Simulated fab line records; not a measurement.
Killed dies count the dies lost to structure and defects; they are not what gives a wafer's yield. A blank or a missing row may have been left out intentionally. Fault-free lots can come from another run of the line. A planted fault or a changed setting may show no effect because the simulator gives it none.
Which tool was responsible?	flow n5_finfet	12 lots, 36 wafers sampled, at 5 steps of a route of 1938

== WHAT EACH GAUGE READ, for each wafer ==
N5_BEOL_M3_CD_MEAS_18: pitch 36 nm, target cd 18 nm.
lot	measured	on	cd_nm (nm)
L075	day 7 10:43	cd_sem-03	18.03 18.05 17.90
L076	day 7 14:41	cd_sem-02	17.58 17.67 17.84
L080	day 8 10:34	cd_sem-02	17.94 17.78 17.41
L081	day 8 17:26	cd_sem-03	18.28 18.19 18.06
L083	day 9 05:44	cd_sem-02	18.15 18.14 18.53
L085	day 9 20:27	cd_sem-02	17.56 18.07 17.73
L087	day 10 16:12	cd_sem-01	18.01 17.53 18.06
L090	day 10 23:29	cd_sem-02	18.18 17.66 18.01
L091	day 11 07:47	cd_sem-01	17.86 18.18 18.28
L093	day 11 23:21	cd_sem-03	17.74 18.02 18.30
L095	day 12 11:10	cd_sem-01	18.04 17.82 17.49
L097	day 12 21:48	cd_sem-03	18.45 18.32 18.18

== WHICH TOOL RAN EACH LOT (tool, then ch and the chambers of the sampled wafers, then the start) ==
lot	N5_BEOL_M2_ANNEAL_82	N5_BEOL_M2_SPUTTER_88	N5_BEOL_M3_ETCH_64	N5_BEOL_M3_STRIP_19
L075	pvd_sputter-03, day 7 05:28	pvd_sputter-03, day 7 05:49	rie_diel-01 ch 1,3, day 7 10:21	rie_diel-05 ch 0,1, day 7 10:38
L076	pvd_sputter-02, day 7 08:51	pvd_sputter-02, day 7 09:13	rie_diel-03 ch 1,2,3, day 7 14:17	rie_diel-05 ch 1,2, day 7 14:37
L080	pvd_sputter-03, day 8 05:03	pvd_sputter-03, day 8 05:25	rie_diel-03 ch 2,3, day 8 10:13	rie_diel-03 ch 1,3, day 8 10:30
L081	pvd_sputter-03, day 8 09:52	pvd_sputter-03, day 8 10:13	rie_diel-03 ch 0,1,2, day 8 17:05	rie_diel-03 ch 1,2,3, day 8 17:22
L083	pvd_sputter-02, day 9 02:10	pvd_sputter-02, day 9 02:32	rie_diel-01 ch 0,2, day 9 05:23	rie_diel-01 ch 1,3, day 9 05:40
L085	pvd_sputter-01, day 9 12:59	pvd_sputter-01, day 9 13:20	rie_diel-03 ch 1,2,3, day 9 19:59	rie_diel-01 ch 1,2,3, day 9 20:23
L087	pvd_sputter-02, day 10 11:58	pvd_sputter-02, day 10 12:20	rie_diel-05 ch 0,1, day 10 15:51	rie_diel-05 ch 0,2,3, day 10 16:08
L090	pvd_sputter-03, day 10 19:17	pvd_sputter-03, day 10 19:38	rie_diel-05 ch 1,2,3, day 10 23:08	rie_diel-01 ch 0,1,3, day 10 23:25
L091	pvd_sputter-01, day 11 00:58	pvd_sputter-01, day 11 01:20	rie_diel-05 ch 2,3, day 11 07:13	rie_diel-05 ch 0,1,2, day 11 07:43
L093	pvd_sputter-01, day 11 17:38	pvd_sputter-01, day 11 17:59	rie_diel-05 ch 0,1, day 11 23:00	rie_diel-05 ch 0,2,3, day 11 23:17
L095	pvd_sputter-01, day 12 06:24	pvd_sputter-01, day 12 06:46	rie_diel-01 ch 0,2,3, day 12 10:49	rie_diel-01 ch 1,2,3, day 12 11:05
L097	pvd_sputter-03, day 12 16:55	pvd_sputter-03, day 12 17:16	rie_diel-01 ch 0,3, day 12 21:27	rie_diel-01 ch 1,3, day 12 21:44
- N5_BEOL_M2_ANNEAL_82: time 240 s.
- N5_BEOL_M2_SPUTTER_88: material Cu, target thk 4.5 nm, time 8.29 s.
- N5_BEOL_M3_ETCH_64: etches SOC in N2/H2, target depth 75 nm, overetch 15 nm, time 112.5 s.
- N5_BEOL_M3_STRIP_19: strips in O2.

== THE ANSWER, worked out from the rows above alone ==
Rule: what is usual is taken from the lots themselves. The widest of any qualifying gaps counts: lots, ordered by their means at a reading, are off when they make up no more than a third of the lots, leave a main group of 4 or more, and stand apart from it by 3 or more times the standard deviation of that group's means. A main group is skipped when, at the precision printed for the reading in the tables above, its means are all equal. Also off: a lot with no number at a reading for which 4 or more lots have one. Where the step has rows for the other lots, those lots are counted as sound.
No lot is off on any of the readings shown, so nothing can be concluded from this.

== WHAT HAD BEEN PUT IN BY THE SIMULATOR ==
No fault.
